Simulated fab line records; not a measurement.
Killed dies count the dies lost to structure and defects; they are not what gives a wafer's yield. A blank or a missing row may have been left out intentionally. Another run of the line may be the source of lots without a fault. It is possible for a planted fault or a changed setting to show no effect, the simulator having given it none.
Struck lot and sound lot, side by side	flow nandHarc	13 steps out of a route of 1159
Sound: wafers L555.2, L555.3, L555.4. Wafers struck: L572.1, L572.2, L572.3. The cause comes at the end.
Per side, at each step with rows, come the tool, then ch with its chambers, and then its first start. Under that, the readings that differ: sound wafers	struck wafers	difference of the means	sigmas: that difference in standard deviations of wafers without a fault.
alike: readings whose means differ by less than 2 such deviations, and words and numbers that are the same on both sides. not compared: withheld readings, readings that some wafer has no value for, bounds like >300 that may hide the same value, and numbers for which the record gives no deviation and whose values overlap.
The two part at a step that has a row with sigmas, a row that says differs or no value, or rows on one side only. Non-overlapping numbers with no deviation appear without sigmas and do not part them. Lack of a reading on every wafer of one side parts them only where that side has two or more wafers.

first, 1 step without rows for these wafers: NHARC_A_ONON_D1_DEP_12 (target thk 1000 nm).
NHARC_A_ONON_D1_THK_MEAS_14: measures by ellipsometry.
  sound: filmMetro-01 at day 8 11:59; struck: filmMetro-01 at day 12 13:44
  alike: thkNm
then, 2 steps without rows for these wafers: NHARC_A_ONON_D1_ANNEAL_15 (time 3600 s); NHARC_A_ONON_D1_DEP_16 (target thk 1000 nm).
NHARC_A_ONON_D1_THK_MEAS_18: measures by ellipsometry.
  sound: filmMetro-02 at day 8 18:57; struck: filmMetro-02 at day 12 20:50
  alike: thkNm
next comes 1 step that has no rows for these wafers: NHARC_A_ONON_D1_DEP_19 (target thickness 1000 nm).
NHARC_A_ONON_D1_THK_MEAS_21: measures by ellipsometry.
  sound: filmMetro-02 at day 8 19:40; struck: filmMetro-01 at day 12 21:25
  alike: thkNm
next comes 1 step that has no rows for these wafers: NHARC_A_ONON_D1_DEP_22 (target thickness 1000 nm).
NHARC_A_ONON_D1_THK_MEAS_24: measures by ellipsometry.
  sound: filmMetro-01 at day 8 20:21; struck: filmMetro-02 at day 12 21:59
  alike: thkNm
next comes 1 step that has no rows for these wafers: NHARC_A_ONON_D1_DEP_25 (target thickness 1000 nm).
NHARC_A_ONON_D1_THK_MEAS_27: measures by ellipsometry.
  sound: filmMetro-01 at day 8 20:55; struck: filmMetro-02 at day 12 22:33
  alike: thkNm
NHARC_A_ONON_D1_DEP_28: target thk 1000 nm.
  sound on pecvdOnon-01 ch 0, day 8 21:02; struck on pecvdOnon-03, day 12 22:37
  no value came back on the struck wafers for n2FlowSccm (sccm), n2oFlowSccm (sccm); on the sound wafers n2FlowSccm (sccm) reads 2739 2750 2739
-- break in the record here, with 12 days between the starts of the struck wafers on either side (left off in module A_ONON_D1, picked up again in module END, where the first step shown is number 1159 on the route) --
NHARC_END_SORT_01:
  at this point the record logs the struck wafers (prober-01 ch 0, day 24 14:35) and has no rows for the sound ones

== WHERE THEY PART ==
Last at NHARC_END_SORT_01 as far as this record goes, first at NHARC_A_ONON_D1_DEP_28.

WHY: the cause the simulator had injected
Whole step skipped at NHARC_A_ONON_D1_DEP_28 on pecvdOnon-03, starting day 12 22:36. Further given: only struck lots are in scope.
